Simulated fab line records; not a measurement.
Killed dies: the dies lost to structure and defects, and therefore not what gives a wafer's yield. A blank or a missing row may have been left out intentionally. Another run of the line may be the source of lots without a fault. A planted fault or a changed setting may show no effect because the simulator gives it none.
Which tool is to blame?    flow nand harc    12 lots with 36 wafers sampled at 5 steps, on a route of 1159 steps

## WHAT THE GAUGES SHOWED, per wafer
NHARC_P_STI_CD_MEAS_09 targets a cd of 200 nm. Usual: cd nm 199.8 nm, standard deviation 1.8.
lot   measured     on         cd nm (nm)         flag
L905  day 3 02:35  cd sem-01  200.6 204.2 200.1  
L906  day 3 10:56  cd sem-03  199.0 198.6 199.2  
L907  day 3 16:53  cd sem-03  228.8 228.2 226.8  OFF
L917  day 6 01:55  cd sem-03  201.1 200.8 198.6  
L918  day 6 12:33  cd sem-03  200.0 201.0 202.3  
L919  day 6 17:16  cd sem-01  200.8 200.6 200.7  
L920  day 6 22:31  cd sem-02  197.1 201.1 198.9  
L921  day 7 04:53  cd sem-03  202.3 201.2 199.3  
L922  day 7 10:56  cd sem-03  202.2 204.6 203.6  
L923  day 7 17:17  cd sem-02  199.8 199.0 195.7  
L924  day 7 23:02  cd sem-03  200.3 199.7 198.0  
L925  day 8 06:07  cd sem-02  200.6 198.1 200.2  

NHARC_P_STI_OCD_MEAS_17. Usual: trench depth nm 303.2 nm, standard deviation 2.6; trench foot cd nm 157.4 nm, standard deviation 1.8.
lot   measured     on      trench depth nm (nm)  trench foot cd nm (nm)  flag
L905  day 3 03:22  ocd-02  302.5 302.3 303.7     158.5 162.6 158.2       
L906  day 3 11:46  ocd-02  300.2 302.0 303.4     157.4 155.8 157.0       
L907  day 3 17:40  ocd-02  302.9 302.8 301.2     186.8 185.5 184.0       OFF
L917  day 6 02:43  ocd-01  304.7 304.5 304.1     159.0 158.1 156.7       
L918  day 6 13:20  ocd-02  302.3 300.8 305.4     158.1 159.5 159.4       
L919  day 6 18:04  ocd-02  298.2 297.2 304.1     158.2 158.8 157.6       
L920  day 6 23:17  ocd-01  302.1 300.0 297.0     155.1 159.5 157.7       
L921  day 7 05:40  ocd-01  307.1 306.7 303.1     159.3 158.2 156.6       
L922  day 7 11:45  ocd-02  307.0 307.2 307.8     159.2 162.0 161.1       
L923  day 7 18:04  ocd-01  301.5 303.5 305.3     158.0 156.4 153.4       
L924  day 7 23:49  ocd-01  306.9 307.3 304.8     157.3 156.5 155.4       
L925  day 8 06:56  ocd-01  304.0 302.8 301.3     159.1 155.8 158.4       

NHARC_P_GATE_CD_MEAS_26 targets a cd of 120 nm. Usual: cd nm 119.9 nm, standard deviation 0.55.
lot   measured      on         cd nm (nm)         flag
L905  day 5 08:55   cd sem-03  120.0 120.4 119.9  
L906  day 5 14:22   cd sem-01  119.2 119.9 120.6  
L907  day 5 22:11   cd sem-03  120.4 119.9 120.5  
L917  day 8 05:13   cd sem-02  119.3 120.0 119.4  
L918  day 8 17:20   cd sem-01  120.6 119.4 119.7  
L919  day 8 22:52   cd sem-03  121.0 121.1 120.8  
L920  day 9 04:33   cd sem-03  119.6 120.0 119.8  
L921  day 9 12:48   cd sem-03  120.6 120.2 120.9  
L922  day 9 17:50   cd sem-01  118.8 119.1 119.7  
L923  day 10 01:14  cd sem-01  119.6 119.7 120.0  
L924  day 10 05:36  cd sem-03  119.2 119.5 119.1  
L925  day 10 12:43  cd sem-01  119.2 119.9 119.8  

## TOOL THAT RAN EACH LOT (tool first, then ch and the chambers of the sampled wafers, then the start)
lot   NHARC_P_ZERO_WELL_RTA_42         NHARC_P_STI_EXPOSE_06
L905  rtp anneal-01 ch 0, day 2 12:58  krf scanner-04 ch 0, day 3 02:26
L906  rtp anneal-01 ch 0, day 2 19:02  krf scanner-03 ch 0, day 3 10:47
L907  rtp anneal-01 ch 0, day 3 00:56  krf scanner-04 ch 0, day 3 16:44
L917  rtp anneal-02 ch 0, day 5 13:17  krf scanner-04 ch 0, day 6 01:46
L918  rtp anneal-01 ch 0, day 5 18:37  krf scanner-04 ch 0, day 6 12:24
L919  rtp anneal-01 ch 0, day 6 00:53  krf scanner-04 ch 0, day 6 17:07
L920  rtp anneal-01 ch 0, day 6 06:39  krf scanner-01 ch 0, day 6 22:22
L921  rtp anneal-02 ch 0, day 6 12:59  krf scanner-04 ch 0, day 7 04:44
L922  rtp anneal-02 ch 0, day 6 19:19  krf scanner-04 ch 0, day 7 10:47
L923  rtp anneal-01 ch 0, day 7 01:20  krf scanner-03 ch 0, day 7 17:08
L924  rtp anneal-01 ch 0, day 7 06:54  krf scanner-01 ch 0, day 7 22:53
L925  rtp anneal-01 ch 0, day 7 12:47  krf scanner-03 ch 0, day 8 05:58
- NHARC_P_ZERO_WELL_RTA_42: time 300 s.
- NHARC_P_STI_EXPOSE_06: exposes mask P STI, target cd 200 nm.

## AS READ BY THE TOOLS THEMSELVES (means over the sampled wafers that have a number; for cases with no such wafer, the mark the record gives instead)
NHARC_P_ZERO_WELL_RTA_42. Usual: lamp power pct 35 %, standard deviation 4; wafer_temp_C_max 1105.5, standard deviation 1.6.
lot   tool           lamp power pct (%)  wafer_temp_C_max  flag
L905  rtp anneal-01  32                  1105.5            
L906  rtp anneal-01  32                  1106.0            
L907  rtp anneal-01  32                  1106.3            
L917  rtp anneal-02  41                  1104.3            
L918  rtp anneal-01  32                  1105.4            
L919  rtp anneal-01  32                  1106.2            
L920  rtp anneal-01  32                  1107.0            
L921  rtp anneal-02  41                  1103.9            
L922  rtp anneal-02  41                  1103.8            
L923  rtp anneal-01  32                  1106.7            
L924  rtp anneal-01  32                  1105.2            
L925  rtp anneal-01  32                  1106.9            

## THE ANSWER, worked out from the rows above alone
Rule: a lot counts as off when the mean over its wafers that have a number is more than 3 standard deviations away from the usual mean. Also off: a lot with no number at a reading for which 4 or more lots have one. The other lots that the step has rows for count as sound. After the gauges, taken in route order, come the tools' own readings; for these a lot's mean is taken, as printed above. At the first step where some lot is off, the reading lying furthest off is the one used; lots without a number count as furthest.
Off: L907, at NHARC_P_STI_CD_MEAS_09 (cd nm).
A tool fits if, at a process step before that reading, it ran every lot that is off, and no sound lot after the first of them. Not tried: the gauges at NHARC_P_STI_CD_MEAS_09; whatever is off there is also off at NHARC_P_STI_OCD_MEAS_17, on other tools, and gauge error can't account for it. No candidate that was tried fits.

## WHAT WAS PUT IN BY THE SIMULATOR
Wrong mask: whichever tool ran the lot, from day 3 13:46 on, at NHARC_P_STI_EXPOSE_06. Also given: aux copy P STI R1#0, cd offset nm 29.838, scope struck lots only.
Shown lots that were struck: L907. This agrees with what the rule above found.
